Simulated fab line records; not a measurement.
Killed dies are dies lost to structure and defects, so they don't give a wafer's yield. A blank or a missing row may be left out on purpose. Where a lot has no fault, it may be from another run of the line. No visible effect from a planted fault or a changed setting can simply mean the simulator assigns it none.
fab line records -- flow n5-finfet
record: lots: 8, wafers: 24, last-day: 18
route steps=1938 shown BEOL_M4@1111 BEOL_M6@1211 PASSIVATION@1936
lots with no fault: from the same line, run without faults
start-h: hours from the record's first day to the start of the lot's first wafer shown -- wait-h: hours from the lot's prior step to this one -- " unchanged from the row above -- L1.1+2: a single row standing in for several wafers -- - no value, or no start was given -- * or withheld: withheld -- < > ~ a bound
route shown NAME@n: NAME is a module with steps in the file, n the number in the route of the first one -- usual: mean and standard deviation over wafers with no fault -- same: alike in all rows -- chamber/n: place in a boat -- sites: each site's reading -- _std_site: their standard deviation -- _edge_site: mean of outer sites minus mean of inner sites -- radius-mm: how far each site lies from the wafer's centre -- mask NAME#n: copy n -- behind: the tool/chamber that last shaped the wafer -- hold: why the lot went on hold/how many hours it stayed there/how the hold came to an end -- device: transistor that didn't switch, given as n, p or np -- end of line: the tests these same wafers got at the end of their route -- a step without rows: its recipe alone -- killed: the dies lost at the first sort to structure and to defects; this is not the yield of the wafer -- map: per-die view of a wafer (x killed, . not killed, _ where there is no die)
set.NAME: the setting the step ran with; set.NAME@STEP: the setting that earlier step ran with -- model.NAME: the simulator's own value behind a step, which no gauge read
one table for each step of the route and one row for each wafer, over a sample of lots
services: from which hour (start-h, from the record's first day; less than 0 if before it) a tool's chamber was out of use, for how many hours, and why
== steps ==
step: N5_BEOL_M4_RC_MEAS_101
usual: DIBL_N: 36.0/2.5, DIBL_P: 36.7/3, IOFF_N: 0.16/0.043, IOFF_P: 0.21/0.049, ION_N: 673/15, ION_P: 461/9.8, SS_N: 71.5/0.83, SS_P: 73.4/0.83, VT_N: 250/4, VT_P: -251/4
lot.wafer,tool,chamber,start-h,wait-h,DIBL_N[mV/V],DIBL_P[mV/V],IOFF_N[nA/um],IOFF_P[nA/um],ION_N[uA/um],ION_P[uA/um],SS_N[mV/dec],SS_P[mV/dec],VT_N[mV],VT_P[mV]
L661.1,prober-01,0,192.36,0.0,40.5,41.9,0.23,0.29,687,465,72.0,73.8,244,-245
L661.2,prober-01,0,192.36,0.0,32.2,32.5,0.09,0.15,647,452,69.8,71.4,258,-253
L661.3,prober-01,0,192.36,0.0,38.0,39.1,0.18,0.24,681,465,71.5,73.0,248,-247
L668.2,prober-02,0,237.25,0.2,34.1,31.5,0.12,0.19,685,473,70.1,72.6,253,-250
L668.3,prober-02,0,237.25,0.2,34.7,31.4,0.11,0.18,651,455,71.0,72.2,256,-248
L668.5,prober-02,0,237.25,0.2,35.0,31.5,0.13,0.20,662,466,70.8,72.7,253,-248
L669.1,prober-01,0,239.40,0.0,38.9,38.3,0.19,0.23,687,462,72.6,74.1,248,-250
L669.4,prober-01,0,239.40,0.0,33.3,32.8,0.10,0.16,648,446,70.9,72.7,258,-253
L669.5,prober-01,0,239.40,0.0,36.2,35.1,0.14,0.18,654,446,72.4,73.5,253,-251
L667.1,prober-02,0,242.03,0.0,39.5,40.3,0.23,0.28,685,460,72.8,74.4,245,-247
L667.2,prober-02,0,242.03,0.0,35.1,34.3,0.14,0.19,686,473,70.6,73.1,252,-254
L667.5,prober-02,0,242.03,0.0,37.1,36.4,0.19,0.21,678,457,71.6,73.3,247,-253
L674.1,prober-02,0,296.13,0.0,34.8,37.1,0.16,0.19,679,462,71.5,73.4,248,-252
L674.3,prober-02,0,296.13,0.0,31.6,33.3,0.11,0.14,664,454,70.2,72.8,258,-256
L674.4,prober-02,0,296.13,0.0,27.6,28.4,0.07,0.11,649,455,69.4,71.7,258,-257
L677.3,prober-01,0,305.45,0.3,36.2,37.5,0.17,0.23,690,470,71.2,73.6,246,-248
L677.5,prober-01,0,305.45,0.3,35.2,35.9,0.15,0.21,686,475,71.5,72.8,250,-248
L677.6,prober-01,0,305.45,0.3,38.7,40.4,0.22,0.29,685,466,72.0,74.1,244,-246
L678.1,prober-01,0,319.88,0.0,36.6,39.2,0.19,0.24,694,479,70.8,73.8,242,-249
L678.4,prober-01,0,319.88,0.0,35.8,38.0,0.16,0.21,684,469,71.7,73.5,248,-251
L678.5,prober-01,0,319.88,0.0,35.0,36.9,0.14,0.20,669,461,71.0,73.1,252,-250
L679.1,prober-01,0,325.33,0.0,35.6,36.6,0.14,0.17,672,454,71.1,72.9,252,-256
L679.5,prober-01,0,325.33,0.0,37.2,38.3,0.17,0.19,683,463,71.8,73.6,251,-254
L679.6,prober-01,0,325.33,0.0,35.3,36.1,0.13,0.16,650,445,70.9,73.2,254,-258
step: N5_BEOL_M6_ETCH_61
recipe: chemistry: CF4, target: SiARC, target-depth-a: 455, mask-material: CAR-ArF, time-s: 75.8, ion-energy-ev: 80, pressure-mtorr: 40, source-w: 545, bias-w: 36, Ar_flow_sccm: 100, cf4-flow-sccm: 100, ends: cleared
usual: bias-w: 36.00/0.11, cf4-flow-sccm: 100.0/0.31, chamber-pressure-mTorr: 40.00/0.035, drypump-motor-current-A: 5.7/0.43, etch-rf-on-time-s: 75.8/2.1, oes-product-au: 0.68/0.089, rf-vpp-V: 183.8/1.2, showerhead-plenum-p-Torr: 2.13/0.08, throttle-valve-pct: 15.51/0.24
lot.wafer,tool,chamber,start-h,wait-h,bias-w,cf4-flow-sccm,chamber-pressure-mTorr,drypump-motor-current-A,etch-rf-on-time-s,oes-product-au,rf-hours-counter-h,rf-vpp-V,showerhead-plenum-p-Torr,throttle-valve-pct
L661.1,rie-diel-05,1,206.51,0.0,36.19,99.9,39.97,6.1,74.4,0.73,53,182.6,2.09,15.26
L661.2,rie-diel-05,3,206.51,0.0,35.82,99.9,39.92,5.6,77.0,0.57,258,182.7,2.12,15.95
L661.3,rie-diel-05,3,206.51,0.0,35.85,99.6,39.95,5.6,77.2,0.57,-,184.4,2.12,15.94
L668.2,rie-diel-04,0,251.47,0.0,35.94,100.0,39.99,5.6,77.7,0.80,11,184.7,2.28,15.17
L668.3,rie-diel-04,2,251.47,0.0,36.02,100.0,39.97,5.8,77.0,0.60,209,185.4,2.19,15.77
L668.5,rie-diel-04,1,251.47,0.0,36.15,100.1,39.97,5.2,78.8,0.59,-,181.9,2.04,15.44
L669.1,rie-diel-06,3,253.11,0.0,35.95,99.5,40.05,6.4,70.9,0.74,84,185.0,2.05,15.38
L669.4,rie-diel-06,1,253.11,0.0,36.01,100.6,39.97,6.0,70.5,0.87,3,182.1,2.10,15.52
L669.5,rie-diel-06,3,253.11,0.0,36.04,99.4,40.01,6.5,71.4,0.73,-,182.5,2.05,15.39
L667.1,rie-diel-05,0,256.13,0.0,35.97,99.9,39.96,5.7,74.9,0.78,13,185.1,2.28,15.39
L667.2,rie-diel-05,3,256.13,0.0,35.83,99.6,40.03,5.7,75.9,0.82,8,184.6,2.12,15.48
L667.5,rie-diel-05,3,256.13,0.0,35.85,99.9,40.02,5.6,75.5,0.82,-,183.7,2.12,15.48
L674.1,rie-diel-04,0,313.15,0.0,36.05,99.6,39.94,5.6,77.0,0.76,32,184.8,2.28,15.20
L674.3,rie-diel-04,3,313.15,0.0,35.90,100.2,40.02,5.4,74.0,0.71,84,183.7,2.07,15.25
L674.4,rie-diel-04,1,313.15,0.0,35.95,99.8,39.96,5.2,77.9,0.58,-,183.0,2.03,15.49
L677.3,rie-diel-04,0,321.86,0.0,35.96,100.2,39.95,5.6,77.1,0.75,36,185.0,2.27,15.20
L677.5,rie-diel-04,3,321.86,0.0,36.20,100.0,40.03,5.3,74.8,0.70,-,182.2,2.07,15.25
L677.6,rie-diel-04,2,321.86,0.0,36.24,99.6,40.02,5.8,77.0,0.59,-,185.3,2.19,15.81
L678.1,rie-diel-05,0,333.47,0.0,35.95,99.7,39.99,5.7,76.2,0.73,41,184.8,2.27,15.43
L678.4,rie-diel-05,2,333.47,0.0,35.86,100.0,40.01,5.1,77.2,0.80,8,185.2,2.21,15.22
L678.5,rie-diel-05,2,333.47,0.0,36.03,99.7,39.92,5.1,77.1,0.80,-,187.1,2.22,15.24
L679.1,rie-diel-04,0,342.41,0.0,35.90,100.6,40.00,5.5,75.5,0.75,44,184.6,2.27,15.22
L679.5,rie-diel-04,2,342.41,0.0,36.01,100.3,39.97,5.8,75.5,0.59,-,183.9,2.19,15.80
L679.6,rie-diel-04,3,342.41,0.0,35.88,100.5,40.05,5.4,73.4,0.70,-,184.4,2.07,15.28
step: N5_BEOL_M6_ETCH_66
recipe: chemistry: N2/H2, target: SOC, target-depth-a: 800, overetch-a: 160, mask-material: SiARC, temp-c: 40, time-s: 120, ion-energy-ev: 200, pressure-mtorr: 30, source-w: 840, bias-w: 150, n2-flow-sccm: 200, h2-flow-sccm: 200
usual: bias-w: 150.0/0.42, chamber-pressure-mTorr: 30.003/0.026, drypump-motor-current-A: 5.7/0.42, h2-flow-sccm: 200.0/0.55, oes-product-au: 0.61/0.074, rf-vpp-V: 523/3, showerhead-plenum-p-Torr: 2.52/0.1, throttle-valve-pct: 17.74/0.29
lot.wafer,tool,chamber,start-h,wait-h,bias-w,chamber-pressure-mTorr,drypump-motor-current-A,h2-flow-sccm,oes-product-au,rf-hours-counter-h,rf-vpp-V,showerhead-plenum-p-Torr,throttle-valve-pct
L661.1,rie-diel-04,2,207.99,0.0,151.0,29.985,5.8,199.4,0.56,189,526,2.64,18.05
L661.2,rie-diel-04,1,207.99,0.0,149.8,29.985,5.2,200.5,0.55,198,521,2.42,17.46
L661.3,rie-diel-04,3,207.99,0.0,150.4,29.972,5.4,199.1,0.66,44,521,2.48,17.32
L668.2,rie-diel-04,0,252.79,0.0,-,-,-,-,-,-,-,-,-
L668.3,rie-diel-04,3,252.79,0.0,-,-,-,-,-,-,-,-,-
L668.5,rie-diel-04,0,252.79,0.0,-,-,-,-,-,-,-,-,-
L669.1,rie-diel-04,1,258.11,0.0,-,-,-,-,-,-,-,-,-
L669.4,rie-diel-04,0,258.11,0.0,-,-,-,-,-,-,-,-,-
L669.5,rie-diel-04,1,258.11,0.0,-,-,-,-,-,-,-,-,-
L667.1,rie-diel-06,1,258.11,0.0,-,-,-,-,-,-,-,-,-
L667.2,rie-diel-06,3,258.11,0.0,-,-,-,-,-,-,-,-,-
L667.5,rie-diel-06,0,258.11,0.0,-,-,-,-,-,-,-,-,-
L674.1,rie-diel-05,0,314.25,0.0,150.4,29.983,5.7,199.5,0.66,35,528,2.68,17.40
L674.3,rie-diel-05,2,314.25,0.0,150.2,30.009,5.1,199.7,0.74,1,527,2.62,17.34
L674.4,rie-diel-05,1,314.25,0.0,150.5,30.047,6.1,200.1,0.61,97,521,2.48,17.73
L677.3,rie-diel-05,2,328.54,0.0,150.2,30.058,5.1,200.1,0.71,6,525,2.62,17.35
L677.5,rie-diel-05,1,328.54,0.0,150.2,30.050,6.1,200.5,0.60,-,522,2.48,17.73
L677.6,rie-diel-05,0,328.54,0.0,150.6,29.987,5.7,200.3,0.65,-,528,2.67,17.44
L678.1,rie-diel-04,2,336.32,0.0,150.3,30.005,5.8,200.5,0.53,232,525,2.63,18.14
L678.4,rie-diel-04,1,336.32,0.0,151.1,30.015,5.2,199.0,0.52,245,520,2.41,17.53
L678.5,rie-diel-04,1,336.32,0.0,150.5,30.008,5.2,200.0,0.52,-,518,2.41,17.53
L679.1,rie-diel-04,3,345.41,0.0,149.2,29.974,5.4,199.7,0.61,96,522,2.45,17.41
L679.5,rie-diel-04,2,345.41,0.0,149.8,30.007,5.8,199.7,0.53,-,526,2.62,18.14
L679.6,rie-diel-04,1,345.41,0.0,149.5,30.065,5.3,199.4,0.52,-,519,2.40,17.54
step: N5_BEOL_M6_VIA_ETCH_34
recipe: chemistry: C4F6/O2, target: SiCOH_lowk, target-depth-a: 1263, mask-material: SOC, taper-deg: 4, time-s: 50.9, ion-energy-ev: 250, pressure-mtorr: 30, source-w: 345, bias-w: 185, Ar_flow_sccm: 300, C4F6_flow_sccm: 10, O2_flow_sccm: 10
usual: C4F6_flow_sccm: 10.00/0.031, O2_flow_sccm: 10.000/0.029, chamber-pressure-mTorr: 30.003/0.026, drypump-motor-current-A: 5.7/0.42, oes-product-au: 0.79/0.1, rf-vpp-V: 659/15, showerhead-plenum-p-Torr: 2.81/0.12, throttle-valve-pct: 20.76/0.21
lot.wafer,tool,chamber,start-h,wait-h,C4F6_flow_sccm,O2_flow_sccm,chamber-pressure-mTorr,drypump-motor-current-A,oes-product-au,rf-hours-counter-h,rf-vpp-V,showerhead-plenum-p-Torr,throttle-valve-pct
L661.1,rie-diel-04,2,208.09,0.0,9.96,9.962,30.004,5.8,0.72,189,650,2.93,20.98
L661.2,rie-diel-04,1,208.09,0.0,9.99,9.997,29.994,5.2,0.70,198,653,2.70,20.39
L661.3,rie-diel-04,3,208.09,0.0,9.95,10.011,30.019,5.4,0.87,45,658,2.80,20.59
L668.2,rie-diel-04,0,252.89,0.0,10.02,9.953,29.971,5.6,0.36,12,665,3.05,20.46
L668.3,rie-diel-04,3,252.89,0.0,10.03,10.003,30.046,5.3,0.32,64,657,2.80,20.47
L668.5,rie-diel-04,0,252.89,0.0,10.04,9.986,29.993,5.6,0.35,-,664,3.05,20.46
L669.1,rie-diel-04,1,258.21,0.0,10.03,9.993,30.008,5.2,0.26,217,652,2.69,20.28
L669.4,rie-diel-04,0,258.21,0.0,10.01,9.979,30.044,5.7,0.35,13,664,3.05,20.47
L669.5,rie-diel-04,1,258.21,0.0,10.01,9.943,30.016,5.2,0.26,-,652,2.69,20.30
L667.1,rie-diel-06,1,258.21,0.0,10.02,10.010,30.001,6.0,0.36,5,668,2.77,20.57
L667.2,rie-diel-06,3,258.21,0.0,10.00,10.008,30.018,6.4,0.31,86,630,2.72,20.45
L667.5,rie-diel-06,0,258.21,0.0,10.00,9.980,29.986,6.6,0.35,-,655,2.81,20.73
L674.1,rie-diel-05,0,314.35,0.0,10.00,10.005,30.015,5.7,0.86,35,689,3.03,20.82
L674.3,rie-diel-05,2,314.35,0.0,10.02,9.985,30.014,5.1,0.97,1,660,2.95,20.55
L674.4,rie-diel-05,1,314.35,0.0,9.99,10.025,30.001,6.1,0.79,97,656,2.78,20.74
L677.3,rie-diel-05,2,328.64,0.0,9.98,10.029,29.992,5.1,0.94,6,660,2.94,20.56
L677.5,rie-diel-05,1,328.64,0.0,10.02,9.988,30.013,6.1,0.79,-,656,2.78,20.73
L677.6,rie-diel-05,0,328.64,0.0,9.98,10.023,30.023,5.7,0.87,-,687,3.03,20.82
L678.1,rie-diel-04,2,336.42,0.0,10.04,9.983,29.929,5.8,0.68,232,650,2.91,21.03
L678.4,rie-diel-04,1,336.42,0.0,10.05,10.032,30.005,5.3,0.66,245,652,2.68,20.47
L678.5,rie-diel-04,1,336.42,0.0,10.01,10.015,29.999,5.2,0.67,-,651,2.68,20.46
L679.1,rie-diel-04,3,345.51,0.0,10.02,10.060,29.995,5.4,0.80,96,657,2.78,20.66
L679.5,rie-diel-04,2,345.51,0.0,10.02,9.971,29.956,5.8,0.68,-,649,2.91,21.04
L679.6,rie-diel-04,1,345.51,0.0,9.99,10.028,29.981,5.2,0.66,-,652,2.67,20.48
step: N5_BEOL_M6_STRIP_36
recipe: chemistry: N2/H2, power-w: 450, temp-c: 40, pressure-mtorr: 20, rf-frequency-hz: 6e+07, overash-fraction: 0.3, bias-power-w: 7, h2-frac: 0.5, n2-flow-sccm: 200, h2-flow-sccm: 200
usual: chamber-pressure-mTorr: 20.001/0.03, drypump-motor-current-A: 5.7/0.43, h2-flow-sccm: 199.9/0.62, oes-product-au: 0.79/0.11, rf-vpp-V: 59.0/1.6, showerhead-plenum-p-Torr: 2.51/0.1, throttle-valve-pct: 23.5/0.39
lot.wafer,tool,chamber,start-h,wait-h,chamber-pressure-mTorr,drypump-motor-current-A,h2-flow-sccm,oes-product-au,rf-hours-counter-h,rf-vpp-V,showerhead-plenum-p-Torr,throttle-valve-pct
L661.1,rie-diel-04,2,208.14,0.0,20.000,5.8,198.9,0.71,189,58.4,2.64,23.9
L661.2,rie-diel-04,1,208.14,0.0,19.994,5.2,199.6,0.69,198,56.3,2.42,23.0
L661.3,rie-diel-04,3,208.14,0.0,19.944,5.3,199.4,0.87,45,59.5,2.47,22.9
L668.2,rie-diel-04,0,252.94,0.0,19.998,5.6,200.2,0.94,12,58.6,2.71,23.6
L668.3,rie-diel-04,3,252.94,0.0,20.016,5.4,199.5,0.83,64,56.5,2.46,23.0
L668.5,rie-diel-04,0,252.94,0.0,20.014,5.6,200.4,0.94,-,59.6,2.72,23.6
L669.1,rie-diel-04,1,258.26,0.0,19.967,5.2,199.4,0.68,217,55.2,2.41,23.1
L669.4,rie-diel-04,0,258.26,0.0,20.004,5.6,200.2,0.95,13,60.2,2.71,23.6
L669.5,rie-diel-04,1,258.26,0.0,20.037,5.2,199.4,0.69,-,59.9,2.41,23.1
L667.1,rie-diel-06,1,258.26,0.0,19.985,6.0,199.7,0.99,5,59.9,2.49,23.5
L667.2,rie-diel-06,3,258.26,0.0,19.965,6.5,199.1,0.81,86,56.9,2.46,23.6
L667.5,rie-diel-06,0,258.26,0.0,20.014,6.6,199.8,0.92,-,59.6,2.47,23.3
L674.1,rie-diel-05,0,314.40,0.0,19.957,5.7,200.0,0.85,35,59.6,2.67,23.1
L674.3,rie-diel-05,2,314.40,0.0,19.983,5.1,199.6,1.00,1,61.9,2.61,23.2
L674.4,rie-diel-05,1,314.40,0.0,20.012,6.1,200.1,0.80,97,55.4,2.48,23.7
L677.3,rie-diel-05,2,328.69,0.0,20.000,5.1,200.1,0.95,6,55.1,2.61,23.2
L677.5,rie-diel-05,1,328.69,0.0,19.987,6.1,198.8,0.78,-,59.7,2.48,23.7
L677.6,rie-diel-05,0,328.69,0.0,19.970,5.7,200.3,0.84,-,58.8,2.67,23.1
L678.1,rie-diel-04,2,336.47,0.0,19.979,5.8,199.6,0.68,232,58.9,2.62,24.0
L678.4,rie-diel-04,1,336.47,0.0,19.984,5.2,199.2,0.66,245,56.9,2.40,23.1
L678.5,rie-diel-04,1,336.47,0.0,20.050,5.2,199.7,0.66,-,57.1,2.40,23.1
L679.1,rie-diel-04,3,345.56,0.0,20.024,5.4,199.8,0.79,96,57.3,2.45,23.0
L679.5,rie-diel-04,2,345.56,0.0,20.038,5.8,199.8,0.67,-,59.2,2.62,24.0
L679.6,rie-diel-04,1,345.56,0.0,19.986,5.3,199.4,0.65,-,58.1,2.40,23.1
step: N5_PASSIVATION_PROBE_49
usual: defect-limited-yield: 91.1/1.5, killed_at_M0_to_M3: 37/11, killed_at_M4_up: 13/5.6, killed-at-contacts: 12/5.6, killed-at-front-end: 39/11, killed-at-other: 4/3.1, killed-dies: 105/18, killed-on-rim: 14/3.8, killed-open: 69/13, killed-short: 35/7.4, sort_bin_5_function: 5.1/0.92, sort_bin_6_memory: 3.4/0.76, sort_bin_8_speed: 0.02/0.11, sort-n-pass: 1075/18, sort-yield-pct: 91.1/1.5
same: gross-dies: 1180, killed-at-back-side: 0, sort_bin_4_leakage[%]: 0
lot.wafer,tool,chamber,start-h,wait-h,defect-limited-yield[%],killed_at_M0_to_M3,killed_at_M4_up,killed-at-contacts,killed-at-front-end,killed-at-other,killed-dies,killed-on-rim,killed-open,killed-short,sort_bin_5_function[%],sort_bin_6_memory[%],sort_bin_8_speed[%],sort-n-pass,sort-yield-pct[%]
L668.2,prober-01,-,344.24,0.1,0,28,1118,3,25,6,1180,152,46,23,97.0,2.7,0,0,0
L668.3,prober-01,-,344.29,0.1,0,25,1114,4,28,9,1180,152,37,31,97.6,2.2,0,0,0
L668.5,prober-01,-,344.39,0.2,0,49,1086,8,33,4,1180,152,73,28,96.4,3.5,0,0,0
L667.1,prober-02,-,349.16,0.0,0,34,1099,20,26,1,1180,152,66,28,97.0,2.7,0,0,0
L667.2,prober-02,-,349.21,0.1,0,40,1075,30,33,2,1180,152,71,41,95.8,3.6,0,0,0
L667.5,prober-02,-,349.36,0.2,0,46,1076,17,31,10,1180,152,75,40,95.5,4.0,0,0,0
L669.1,prober-01,-,354.93,0.0,0,30,1094,9,39,8,1180,152,64,39,96.9,2.7,0,0,0
L669.4,prober-01,-,355.08,0.2,0,24,1114,10,28,4,1180,152,46,32,97.3,2.4,0,0,0
L669.5,prober-01,-,355.13,0.2,0,18,1124,13,22,3,1180,152,51,21,97.5,2.2,0,0,0
killed by level:class
L668.2 BEOL_M6:area-etch=1110 BEOL_M2:geometric-particle:open=9 BEOL_M0_SAQP:geometric-particle:open=6 BEOL_M2:geometric-particle:short=5 STI_FIN_REVEAL:geometric-particle:open=4 ILD0:geometric-particle:open=4 GATE_CUT:geometric-particle:open=4 FIN_SAQP:geometric-particle:short=3
L668.3 BEOL_M6:area-etch=1112 BEOL_M0_SAQP:geometric-particle:short=10 FIN_SAQP:geometric-particle:short=5 STI_FIN_REVEAL:geometric-particle:open=5 GATE_CUT:geometric-particle:short=5 BEOL_M3:geometric-particle:open=4 DUMMY_GATE:geometric-particle:open=3 MOL_CONTACT_COAG:geometric-particle:open=3
L668.5 BEOL_M6:area-etch=1079 BEOL_M0_SAQP:geometric-particle:open=15 BEOL_M0_SAQP:geometric-particle:short=12 DUMMY_GATE:geometric-particle:open=11 BEOL_M0:geometric-particle:open=7 BEOL_M2:geometric-particle:open=7 STI_FIN_REVEAL:geometric-particle:open=6 MOL_CONTACT_COAG:geometric-particle:open=6
L667.1 BEOL_M6:area-etch=1086 MOL_CONTACT_COAG:geometric-particle:open=17 BEOL_M4:geometric-particle:open=10 BEOL_M3:geometric-particle:open=8 BEOL_M0_SAQP:geometric-particle:short=7 BEOL_M0_SAQP:geometric-particle:open=5 BEOL_M1:geometric-particle:short=5 FIN_SAQP:geometric-particle:open=4
L667.2 BEOL_M6:area-etch=1068 MOL_CONTACT_COAG:geometric-particle:open=24 BEOL_M0_SAQP:geometric-particle:short=13 BEOL_M3:geometric-particle:open=10 BEOL_M0_SAQP:geometric-particle:open=8 FIN_SAQP:geometric-particle:open=7 DUMMY_GATE:geometric-particle:open=6 MOL_CONTACT_COAG:geometric-particle:short=6
L667.5 BEOL_M6:area-etch=1065 BEOL_M0_SAQP:geometric-particle:open=17 MOL_CONTACT_COAG:geometric-particle:open=14 BEOL_M3:geometric-particle:open=8 BEOL_M0_SAQP:geometric-particle:short=7 FIN_SAQP:geometric-particle:open=5 GATE_CUT:geometric-particle:short=5 BEOL_M2:geometric-particle:short=5
L669.1 BEOL_M6:area-etch=1077 FIN_SAQP:geometric-particle:short=10 FIN_SAQP:geometric-particle:open=10 BEOL_M4:geometric-particle:open=10 BEOL_M0_SAQP:geometric-particle:short=8 BEOL_M0_SAQP:geometric-particle:open=6 MOL_CONTACT_COAG:geometric-particle:short=5 BEOL_M3:geometric-particle:open=5
L669.4 BEOL_M6:area-etch=1102 MOL_CONTACT_COAG:geometric-particle:open=7 BEOL_M0_SAQP:geometric-particle:open=5 BEOL_M1:geometric-particle:open=5 FIN_SAQP:geometric-particle:short=4 FIN_SAQP:geometric-particle:open=4 BEOL_M0_SAQP:geometric-particle:short=4 BEOL_M5:geometric-particle:open=4
L669.5 BEOL_M6:area-etch=1108 MOL_CONTACT_COAG:geometric-particle:open=11 BEOL_M4:geometric-particle:open=7 BEOL_M1:geometric-particle:open=7 STI_FIN_REVEAL:geometric-particle:open=6 BEOL_M0_SAQP:geometric-particle:short=4 FIN_SAQP:geometric-particle:open=3 BEOL_M3:geometric-particle:open=3
== services ==
tool,chamber,start-h,hours,kind
rie-diel-05,1,183.09,9.7,repair
rie-diel-05,0,199.06,-,clean
rie-diel-05,0,199.06,-,consumable-replace:focus-ring
rie-diel-05,0,199.06,-,consumable-replace:showerhead
rie-diel-05,0,199.06,18.2,scheduled-down
rie-diel-05,0,199.06,18.2,vent-cycle
rie-diel-04,0,205.22,-,clean
rie-diel-04,0,205.22,-,consumable-replace:focus-ring
rie-diel-04,0,205.22,-,consumable-replace:showerhead
rie-diel-04,0,205.22,14.1,scheduled-down
rie-diel-04,0,205.22,14.1,vent-cycle
rie-diel-05,3,209.61,4.5,repair
rie-diel-05,3,217.52,-,clean
rie-diel-05,3,217.52,-,consumable-replace:focus-ring
rie-diel-05,3,217.52,14.1,scheduled-down
rie-diel-05,3,217.52,14.1,vent-cycle
rie-diel-05,0,223.81,5.5,repair
rie-diel-04,-,266.81,2.4,repair
rie-diel-06,-,267.21,0.6,repair
rie-diel-06,-,275.37,4.3,pm
rie-diel-05,2,290.45,-,clean
rie-diel-06,2,294.86,13.9,repair
rie-diel-04,2,302.94,7.1,repair
rie-diel-04,2,310.68,4.4,repair
== key ==
first-sign: step: N5_BEOL_M6_ETCH_66, reading: tool-record, direction: missing
effect: step: N5_BEOL_M6_VIA_ETCH_34, reading: oes-product-au, direction: down, sigmas: 4.6, usual: 0.79, struck: 0.32
effect: step: N5_PASSIVATION_PROBE_49, reading: killed_at_M4_up, direction: up, sigmas: 99+, usual: 13, struck: 1100
more-kills-born-at: N5_BEOL_M6_ETCH_66@rie-diel-04: 6588, N5_BEOL_M6_ETCH_66@rie-diel-06: 3219
met-at N5_BEOL_M6_ETCH_66
struck-lots L667,L668,L669
later-rows-left-out L667.1,L667.2,L667.5,L668.2,L668.3,L668.5,L669.1,L669.4,L669.5
not-acting-at N5_BEOL_M6_ETCH_61,N5_BEOL_M6_STRIP_36
onset-between 207.99 252.79
fault: kind: skipped-step-whole, tool: rie-diel-04,rie-diel-06, chamber: -, onset-h: 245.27, steps: N5_BEOL_M6_ETCH_66, scope: struck-lots-only
later-rows-left-out: the simulator's readings of these wafers behind a module that went badly wrong aren't trusted and aren't shown, but for the sort
